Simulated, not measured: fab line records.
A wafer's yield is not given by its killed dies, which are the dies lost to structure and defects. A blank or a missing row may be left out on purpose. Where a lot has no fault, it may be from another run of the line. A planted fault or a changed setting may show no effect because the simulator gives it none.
Which tool was responsible? || flow n5Finfet || 72 wafers from 24 lots sampled at 5 of the route's 1938 steps

WHAT THE GAUGES SHOWED, per wafer
N5_BEOL_M3_THK_MEAS_53: measures by xrf.
{"lot": "L074", "measured": "day 7 04:44", "on": "filmMetro-02", "M3_THK (nm)": "40.2 41.5 39.8"}
{"lot": "L075", "measured": "day 7 17:18", "on": "filmMetro-01", "M3_THK (nm)": "34.8 36.7 36.9"}
{"lot": "L076", "measured": "day 7 21:14", "on": "filmMetro-02", "M3_THK (nm)": "37.7 36.5 37.5"}
{"lot": "L077", "measured": "day 7 22:59", "on": "filmMetro-01", "M3_THK (nm)": "37.7 40.2 40.5"}
{"lot": "L078", "measured": "day 8 11:55", "on": "filmMetro-02", "M3_THK (nm)": "36.6 37.1 38.3"}
{"lot": "L079", "measured": "day 8 14:02", "on": "filmMetro-02", "M3_THK (nm)": "38.0 37.8 39.8"}
{"lot": "L080", "measured": "day 8 23:57", "on": "filmMetro-01", "M3_THK (nm)": "36.4 37.0 38.1"}
{"lot": "L081", "measured": "day 9 00:20", "on": "filmMetro-02", "M3_THK (nm)": "38.2 37.9 38.7"}
{"lot": "L082", "measured": "day 9 12:58", "on": "filmMetro-01", "M3_THK (nm)": "37.6 41.5 39.1"}
{"lot": "L083", "measured": "day 9 17:38", "on": "filmMetro-02", "M3_THK (nm)": "36.6 37.7 39.2"}
{"lot": "L084", "measured": "day 9 19:33", "on": "filmMetro-01", "M3_THK (nm)": "39.6 38.5 40.5"}
{"lot": "L085", "measured": "day 10 01:58", "on": "filmMetro-02", "M3_THK (nm)": "36.7 34.8 39.0"}
{"lot": "L086", "measured": "day 10 09:30", "on": "filmMetro-02", "M3_THK (nm)": "37.1 34.2 36.8"}
{"lot": "L087", "measured": "day 10 23:29", "on": "filmMetro-02", "M3_THK (nm)": "36.2 39.8 36.7"}
{"lot": "L088", "measured": "day 11 00:40", "on": "filmMetro-01", "M3_THK (nm)": "35.2 36.2 38.1"}
{"lot": "L089", "measured": "day 11 06:43", "on": "filmMetro-01", "M3_THK (nm)": "35.6 38.9 39.6"}
{"lot": "L090", "measured": "day 11 11:31", "on": "filmMetro-02", "M3_THK (nm)": "38.6 37.5 37.7"}
{"lot": "L091", "measured": "day 11 18:32", "on": "filmMetro-02", "M3_THK (nm)": "40.5 40.2 39.6"}
{"lot": "L092", "measured": "day 12 00:02", "on": "filmMetro-01", "M3_THK (nm)": "38.0 36.9 39.5"}
{"lot": "L093", "measured": "day 12 04:56", "on": "filmMetro-01", "M3_THK (nm)": "39.7 41.2 39.1"}
{"lot": "L094", "measured": "day 12 07:41", "on": "filmMetro-02", "M3_THK (nm)": "41.8 38.4 41.9"}
{"lot": "L095", "measured": "day 12 12:38", "on": "filmMetro-02", "M3_THK (nm)": "39.0 39.8 40.7"}
{"lot": "L096", "measured": "day 12 15:52", "on": "filmMetro-01", "M3_THK (nm)": "37.8 35.8 40.4"}
{"lot": "L097", "measured": "day 13 17:18", "on": "filmMetro-02", "M3_THK (nm)": "38.8 38.6 38.7"}

WHAT TOOL EACH LOT RAN ON (gives the tool, then ch and the chambers of the sampled wafers, and finally the start)
{"lot": "L074", "N5_BEOL_M3_DEGAS_44": "pvdSputter-03, day 7 01:19", "N5_BEOL_M3_ALD_84": "aldMetal-01 ch 0,1,3, day 7 01:25", "N5_BEOL_M3_ANNEAL_49": "pvdSputter-01, day 7 02:07", "N5_BEOL_M3_SPUTTER_94": "pvdSputter-01, day 7 03:34"}
{"lot": "L075", "N5_BEOL_M3_DEGAS_44": "pvdSputter-03, day 7 14:08", "N5_BEOL_M3_ALD_84": "aldMetal-02 ch 1,2,3, day 7 14:14", "N5_BEOL_M3_ANNEAL_49": "pvdSputter-01, day 7 14:49", "N5_BEOL_M3_SPUTTER_94": "pvdSputter-01, day 7 16:17"}
{"lot": "L076", "N5_BEOL_M3_DEGAS_44": "pvdSputter-03, day 7 17:41", "N5_BEOL_M3_ALD_84": "aldMetal-01 ch 0,1,2, day 7 17:47", "N5_BEOL_M3_ANNEAL_49": "pvdSputter-03, day 7 18:35", "N5_BEOL_M3_SPUTTER_94": "pvdSputter-03, day 7 20:03"}
{"lot": "L077", "N5_BEOL_M3_DEGAS_44": "pvdSputter-01, day 7 19:52", "N5_BEOL_M3_ALD_84": "aldMetal-02 ch 0,1,2, day 7 19:58", "N5_BEOL_M3_ANNEAL_49": "pvdSputter-03, day 7 20:31", "N5_BEOL_M3_SPUTTER_94": "pvdSputter-03, day 7 21:58"}
{"lot": "L078", "N5_BEOL_M3_DEGAS_44": "pvdSputter-01, day 8 08:23", "N5_BEOL_M3_ALD_84": "aldMetal-02 ch 1,2,3, day 8 08:31", "N5_BEOL_M3_ANNEAL_49": "pvdSputter-02, day 8 09:04", "N5_BEOL_M3_SPUTTER_94": "pvdSputter-02, day 8 10:32"}
{"lot": "L079", "N5_BEOL_M3_DEGAS_44": "pvdSputter-02, day 8 10:56", "N5_BEOL_M3_ALD_84": "aldMetal-01 ch 0,1,2, day 8 11:02", "N5_BEOL_M3_ANNEAL_49": "pvdSputter-02, day 8 11:34", "N5_BEOL_M3_SPUTTER_94": "pvdSputter-02, day 8 13:02"}
{"lot": "L080", "N5_BEOL_M3_DEGAS_44": "pvdSputter-03, day 8 20:35", "N5_BEOL_M3_ALD_84": "aldMetal-01 ch 0,2,3, day 8 20:44", "N5_BEOL_M3_ANNEAL_49": "pvdSputter-02, day 8 21:29", "N5_BEOL_M3_SPUTTER_94": "pvdSputter-02, day 8 22:56"}
{"lot": "L081", "N5_BEOL_M3_DEGAS_44": "pvdSputter-03, day 8 21:06", "N5_BEOL_M3_ALD_84": "aldMetal-02 ch 2,3, day 8 21:12", "N5_BEOL_M3_ANNEAL_49": "pvdSputter-01, day 8 21:52", "N5_BEOL_M3_SPUTTER_94": "pvdSputter-01, day 8 23:19"}
{"lot": "L082", "N5_BEOL_M3_DEGAS_44": "pvdSputter-02, day 9 08:00", "N5_BEOL_M3_ALD_84": "aldMetal-01 ch 1,2, day 9 08:07", "N5_BEOL_M3_ANNEAL_49": "pvdSputter-01, day 9 10:29", "N5_BEOL_M3_SPUTTER_94": "pvdSputter-01, day 9 11:57"}
{"lot": "L083", "N5_BEOL_M3_DEGAS_44": "pvdSputter-03, day 9 14:30", "N5_BEOL_M3_ALD_84": "aldMetal-02 ch 0,1,2, day 9 14:37", "N5_BEOL_M3_ANNEAL_49": "pvdSputter-01, day 9 15:10", "N5_BEOL_M3_SPUTTER_94": "pvdSputter-01, day 9 16:37"}
{"lot": "L084", "N5_BEOL_M3_DEGAS_44": "pvdSputter-03, day 9 15:07", "N5_BEOL_M3_ALD_84": "aldMetal-04 ch 0,2,3, day 9 15:13", "N5_BEOL_M3_ANNEAL_49": "pvdSputter-01, day 9 17:05", "N5_BEOL_M3_SPUTTER_94": "pvdSputter-01, day 9 18:32"}
{"lot": "L085", "N5_BEOL_M3_DEGAS_44": "pvdSputter-03, day 9 22:41", "N5_BEOL_M3_ALD_84": "aldMetal-04 ch 1,2, day 9 22:47", "N5_BEOL_M3_ANNEAL_49": "pvdSputter-03, day 9 23:29", "N5_BEOL_M3_SPUTTER_94": "pvdSputter-03, day 10 00:57"}
{"lot": "L086", "N5_BEOL_M3_DEGAS_44": "pvdSputter-03, day 10 06:08", "N5_BEOL_M3_ALD_84": "aldMetal-01 ch 0,1,2, day 10 06:16", "N5_BEOL_M3_ANNEAL_49": "pvdSputter-01, day 10 07:02", "N5_BEOL_M3_SPUTTER_94": "pvdSputter-01, day 10 08:29"}
{"lot": "L087", "N5_BEOL_M3_DEGAS_44": "pvdSputter-03, day 10 20:07", "N5_BEOL_M3_ALD_84": "aldMetal-02 ch 0,1, day 10 20:13", "N5_BEOL_M3_ANNEAL_49": "pvdSputter-01, day 10 20:50", "N5_BEOL_M3_SPUTTER_94": "pvdSputter-01, day 10 22:18"}
{"lot": "L088", "N5_BEOL_M3_DEGAS_44": "pvdSputter-03, day 10 20:58", "N5_BEOL_M3_ALD_84": "aldMetal-01 ch 2,3, day 10 21:05", "N5_BEOL_M3_ANNEAL_49": "pvdSputter-03, day 10 22:01", "N5_BEOL_M3_SPUTTER_94": "pvdSputter-03, day 10 23:29"}
{"lot": "L089", "N5_BEOL_M3_DEGAS_44": "pvdSputter-03, day 11 03:07", "N5_BEOL_M3_ALD_84": "aldMetal-04 ch 1,2,3, day 11 03:26", "N5_BEOL_M3_ANNEAL_49": "pvdSputter-03, day 11 04:02", "N5_BEOL_M3_SPUTTER_94": "pvdSputter-03, day 11 05:30"}
{"lot": "L090", "N5_BEOL_M3_DEGAS_44": "pvdSputter-02, day 11 08:21", "N5_BEOL_M3_ALD_84": "aldMetal-04 ch 1,2, day 11 08:27", "N5_BEOL_M3_ANNEAL_49": "pvdSputter-03, day 11 09:02", "N5_BEOL_M3_SPUTTER_94": "pvdSputter-03, day 11 10:30"}
{"lot": "L091", "N5_BEOL_M3_DEGAS_44": "pvdSputter-02, day 11 15:10", "N5_BEOL_M3_ALD_84": "aldMetal-01 ch 0,1,2, day 11 15:16", "N5_BEOL_M3_ANNEAL_49": "pvdSputter-03, day 11 16:05", "N5_BEOL_M3_SPUTTER_94": "pvdSputter-03, day 11 17:32"}
{"lot": "L092", "N5_BEOL_M3_DEGAS_44": "pvdSputter-02, day 11 20:53", "N5_BEOL_M3_ALD_84": "aldMetal-01 ch 0,1, day 11 20:59", "N5_BEOL_M3_ANNEAL_49": "pvdSputter-01, day 11 21:34", "N5_BEOL_M3_SPUTTER_94": "pvdSputter-01, day 11 23:02"}
{"lot": "L093", "N5_BEOL_M3_DEGAS_44": "pvdSputter-01, day 12 01:39", "N5_BEOL_M3_ALD_84": "aldMetal-04 ch 0,2, day 12 01:45", "N5_BEOL_M3_ANNEAL_49": "pvdSputter-03, day 12 02:28", "N5_BEOL_M3_SPUTTER_94": "pvdSputter-03, day 12 03:55"}
{"lot": "L094", "N5_BEOL_M3_DEGAS_44": "pvdSputter-03, day 12 02:13", "N5_BEOL_M3_ALD_84": "aldMetal-04 ch 0,1,3, day 12 02:26", "N5_BEOL_M3_ANNEAL_49": "pvdSputter-03, day 12 04:31", "N5_BEOL_M3_SPUTTER_94": "pvdSputter-03, day 12 05:59"}
{"lot": "L095", "N5_BEOL_M3_DEGAS_44": "pvdSputter-01, day 12 09:29", "N5_BEOL_M3_ALD_84": "aldMetal-01 ch 0,1, day 12 09:35", "N5_BEOL_M3_ANNEAL_49": "pvdSputter-02, day 12 10:08", "N5_BEOL_M3_SPUTTER_94": "pvdSputter-02, day 12 11:36"}
{"lot": "L096", "N5_BEOL_M3_DEGAS_44": "pvdSputter-02, day 12 12:25", "N5_BEOL_M3_ALD_84": "aldMetal-02 ch 1,2,3, day 12 12:35", "N5_BEOL_M3_ANNEAL_49": "pvdSputter-03, day 12 13:23", "N5_BEOL_M3_SPUTTER_94": "pvdSputter-03, day 12 14:51"}
{"lot": "L097", "N5_BEOL_M3_DEGAS_44": "pvdSputter-02, day 13 14:06", "N5_BEOL_M3_ALD_84": "aldMetal-04 ch 0,1,3, day 13 14:12", "N5_BEOL_M3_ANNEAL_49": "pvdSputter-02, day 13 14:49", "N5_BEOL_M3_SPUTTER_94": "pvdSputter-02, day 13 16:16"}
- N5_BEOL_M3_DEGAS_44: time 60 s.
- N5_BEOL_M3_ALD_84: deposits TaN, pulse time 2 s, purge time 3 s, co reactant purge time 2 s.
- N5_BEOL_M3_ANNEAL_49: time 240 s.
- N5_BEOL_M3_SPUTTER_94: material Cu, target thk 4.5 nm, time 8.29 s.

AS READ BY THE TOOLS THEMSELVES (means over the sampled wafers that have a number; for cases with no such wafer, the mark the record gives instead)
N5_BEOL_M3_DEGAS_44.
{"lot": "L074", "tool": "pvdSputter-03", "heaterPowerW (W)": 334}
{"lot": "L075", "tool": "pvdSputter-03", "heaterPowerW (W)": 320}
{"lot": "L076", "tool": "pvdSputter-03", "heaterPowerW (W)": 333}
{"lot": "L077", "tool": "pvdSputter-01", "heaterPowerW (W)": 351}
{"lot": "L078", "tool": "pvdSputter-01", "heaterPowerW (W)": 329}
{"lot": "L079", "tool": "pvdSputter-02", "heaterPowerW (W)": 341}
{"lot": "L080", "tool": "pvdSputter-03", "heaterPowerW (W)": 325}
{"lot": "L081", "tool": "pvdSputter-03", "heaterPowerW (W)": 302}
{"lot": "L082", "tool": "pvdSputter-02", "heaterPowerW (W)": 336}
{"lot": "L083", "tool": "pvdSputter-03", "heaterPowerW (W)": 303}
{"lot": "L084", "tool": "pvdSputter-03", "heaterPowerW (W)": 293}
{"lot": "L085", "tool": "pvdSputter-03", "heaterPowerW (W)": 285}
{"lot": "L086", "tool": "pvdSputter-03", "heaterPowerW (W)": 303}
{"lot": "L087", "tool": "pvdSputter-03", "heaterPowerW (W)": 337}
{"lot": "L088", "tool": "pvdSputter-03", "heaterPowerW (W)": 315}
{"lot": "L089", "tool": "pvdSputter-03", "heaterPowerW (W)": 305}
{"lot": "L090", "tool": "pvdSputter-02", "heaterPowerW (W)": 318}
{"lot": "L091", "tool": "pvdSputter-02", "heaterPowerW (W)": 327}
{"lot": "L092", "tool": "pvdSputter-02", "heaterPowerW (W)": 333}
{"lot": "L093", "tool": "pvdSputter-01", "heaterPowerW (W)": 324}
{"lot": "L094", "tool": "pvdSputter-03", "heaterPowerW (W)": 292}
{"lot": "L095", "tool": "pvdSputter-01", "heaterPowerW (W)": 352}
{"lot": "L096", "tool": "pvdSputter-02", "heaterPowerW (W)": 324}
{"lot": "L097", "tool": "pvdSputter-02", "heaterPowerW (W)": 337}

N5_BEOL_M3_ALD_84.
{"lot": "L074", "tool": "aldMetal-01", "heaterPowerW (W)": 405}
{"lot": "L075", "tool": "aldMetal-02", "heaterPowerW (W)": 434}
{"lot": "L076", "tool": "aldMetal-01", "heaterPowerW (W)": 421}
{"lot": "L077", "tool": "aldMetal-02", "heaterPowerW (W)": 438}
{"lot": "L078", "tool": "aldMetal-02", "heaterPowerW (W)": 445}
{"lot": "L079", "tool": "aldMetal-01", "heaterPowerW (W)": 414}
{"lot": "L080", "tool": "aldMetal-01", "heaterPowerW (W)": 430}
{"lot": "L081", "tool": "aldMetal-02", "heaterPowerW (W)": 448}
{"lot": "L082", "tool": "aldMetal-01", "heaterPowerW (W)": 406}
{"lot": "L083", "tool": "aldMetal-02", "heaterPowerW (W)": 443}
{"lot": "L084", "tool": "aldMetal-04", "heaterPowerW (W)": 466}
{"lot": "L085", "tool": "aldMetal-04", "heaterPowerW (W)": 469}
{"lot": "L086", "tool": "aldMetal-01", "heaterPowerW (W)": 416}
{"lot": "L087", "tool": "aldMetal-02", "heaterPowerW (W)": 444}
{"lot": "L088", "tool": "aldMetal-01", "heaterPowerW (W)": 447}
{"lot": "L089", "tool": "aldMetal-04", "heaterPowerW (W)": 428}
{"lot": "L090", "tool": "aldMetal-04", "heaterPowerW (W)": 477}
{"lot": "L091", "tool": "aldMetal-01", "heaterPowerW (W)": 412}
{"lot": "L092", "tool": "aldMetal-01", "heaterPowerW (W)": 395}
{"lot": "L093", "tool": "aldMetal-04", "heaterPowerW (W)": 506}
{"lot": "L094", "tool": "aldMetal-04", "heaterPowerW (W)": 425}
{"lot": "L095", "tool": "aldMetal-01", "heaterPowerW (W)": 406}
{"lot": "L096", "tool": "aldMetal-02", "heaterPowerW (W)": 442}
{"lot": "L097", "tool": "aldMetal-04", "heaterPowerW (W)": 429}

N5_BEOL_M3_ANNEAL_49.
{"lot": "L074", "tool": "pvdSputter-01", "heaterPowerW (W)": 826}
{"lot": "L075", "tool": "pvdSputter-01", "heaterPowerW (W)": 805}
{"lot": "L076", "tool": "pvdSputter-03", "heaterPowerW (W)": 812}
{"lot": "L077", "tool": "pvdSputter-03", "heaterPowerW (W)": 826}
{"lot": "L078", "tool": "pvdSputter-02", "heaterPowerW (W)": 839}
{"lot": "L079", "tool": "pvdSputter-02", "heaterPowerW (W)": 815}
{"lot": "L080", "tool": "pvdSputter-02", "heaterPowerW (W)": 849}
{"lot": "L081", "tool": "pvdSputter-01", "heaterPowerW (W)": 892}
{"lot": "L082", "tool": "pvdSputter-01", "heaterPowerW (W)": 876}
{"lot": "L083", "tool": "pvdSputter-01", "heaterPowerW (W)": 866}
{"lot": "L084", "tool": "pvdSputter-01", "heaterPowerW (W)": 816}
{"lot": "L085", "tool": "pvdSputter-03", "heaterPowerW (W)": 813}
{"lot": "L086", "tool": "pvdSputter-01", "heaterPowerW (W)": 882}
{"lot": "L087", "tool": "pvdSputter-01", "heaterPowerW (W)": 881}
{"lot": "L088", "tool": "pvdSputter-03", "heaterPowerW (W)": 840}
{"lot": "L089", "tool": "pvdSputter-03", "heaterPowerW (W)": 790}
{"lot": "L090", "tool": "pvdSputter-03", "heaterPowerW (W)": 818}
{"lot": "L091", "tool": "pvdSputter-03", "heaterPowerW (W)": 755}
{"lot": "L092", "tool": "pvdSputter-01", "heaterPowerW (W)": 859}
{"lot": "L093", "tool": "pvdSputter-03", "heaterPowerW (W)": 813}
{"lot": "L094", "tool": "pvdSputter-03", "heaterPowerW (W)": 795}
{"lot": "L095", "tool": "pvdSputter-02", "heaterPowerW (W)": 844}
{"lot": "L096", "tool": "pvdSputter-03", "heaterPowerW (W)": 731}
{"lot": "L097", "tool": "pvdSputter-02", "heaterPowerW (W)": 843}

N5_BEOL_M3_SPUTTER_94.
{"lot": "L074", "tool": "pvdSputter-01", "chuckSensorTempC (C)": -15.9, "throttleValvePct (%)": 29.3}
{"lot": "L075", "tool": "pvdSputter-01", "chuckSensorTempC (C)": -16.1, "throttleValvePct (%)": 28.2}
{"lot": "L076", "tool": "pvdSputter-03", "chuckSensorTempC (C)": -15.8, "throttleValvePct (%)": 30.7}
{"lot": "L077", "tool": "pvdSputter-03", "chuckSensorTempC (C)": -15.7, "throttleValvePct (%)": 31.5}
{"lot": "L078", "tool": "pvdSputter-02", "chuckSensorTempC (C)": -15.9, "throttleValvePct (%)": 29.4}
{"lot": "L079", "tool": "pvdSputter-02", "chuckSensorTempC (C)": -15.8, "throttleValvePct (%)": 29.9}
{"lot": "L080", "tool": "pvdSputter-02", "chuckSensorTempC (C)": -16.1, "throttleValvePct (%)": 29.7}
{"lot": "L081", "tool": "pvdSputter-01", "chuckSensorTempC (C)": -15.9, "throttleValvePct (%)": 29.4}
{"lot": "L082", "tool": "pvdSputter-01", "chuckSensorTempC (C)": -16.0, "throttleValvePct (%)": 28.5}
{"lot": "L083", "tool": "pvdSputter-01", "chuckSensorTempC (C)": -16.1, "throttleValvePct (%)": 28.5}
{"lot": "L084", "tool": "pvdSputter-01", "chuckSensorTempC (C)": -15.9, "throttleValvePct (%)": 28.4}
{"lot": "L085", "tool": "pvdSputter-03", "chuckSensorTempC (C)": -15.9, "throttleValvePct (%)": 30.7}
{"lot": "L086", "tool": "pvdSputter-01", "chuckSensorTempC (C)": -16.1, "throttleValvePct (%)": 28.6}
{"lot": "L087", "tool": "pvdSputter-01", "chuckSensorTempC (C)": -15.8, "throttleValvePct (%)": 29.6}
{"lot": "L088", "tool": "pvdSputter-03", "chuckSensorTempC (C)": -15.6, "throttleValvePct (%)": 31.6}
{"lot": "L089", "tool": "pvdSputter-03", "chuckSensorTempC (C)": -15.6, "throttleValvePct (%)": 31.3}
{"lot": "L090", "tool": "pvdSputter-03", "chuckSensorTempC (C)": -15.8, "throttleValvePct (%)": 30.7}
{"lot": "L091", "tool": "pvdSputter-03", "chuckSensorTempC (C)": -16.2, "throttleValvePct (%)": 29.2}
{"lot": "L092", "tool": "pvdSputter-01", "chuckSensorTempC (C)": -16.3, "throttleValvePct (%)": 27.7}
{"lot": "L093", "tool": "pvdSputter-03", "chuckSensorTempC (C)": -15.9, "throttleValvePct (%)": 30.7}
{"lot": "L094", "tool": "pvdSputter-03", "chuckSensorTempC (C)": -15.9, "throttleValvePct (%)": 30.8}
{"lot": "L095", "tool": "pvdSputter-02", "chuckSensorTempC (C)": -15.9, "throttleValvePct (%)": 29.3}
{"lot": "L096", "tool": "pvdSputter-03", "chuckSensorTempC (C)": -15.8, "throttleValvePct (%)": 29.9}
{"lot": "L097", "tool": "pvdSputter-02", "chuckSensorTempC (C)": -16.0, "throttleValvePct (%)": 29.3}

THE ANSWER, worked out from the rows above alone
Rule: what is usual is taken from the lots themselves. Put in order of their means at a reading, lots are off if they are a third of the lots or fewer, leave a main group of 4 or more, and stand apart from it by a gap of 3 or more times the standard deviation of the main group's means; of several such gaps the widest counts. The tables above print the reading to a certain number of digits; a main group whose means all agree to those digits is not used. Also off: a lot with no number at a reading for which 4 or more lots have one. Any other lot the step has rows for is counted as sound. First the gauges in route order, then the tools' own readings, where a lot's mean is used as printed above. The first step at which some lot is off is used, and at that step the reading that is off furthest; a lot without a number counts as furthest.
None of the lots is off at any reading shown; this tells nothing.

WHAT HAD BEEN PUT IN BY THE SIMULATOR
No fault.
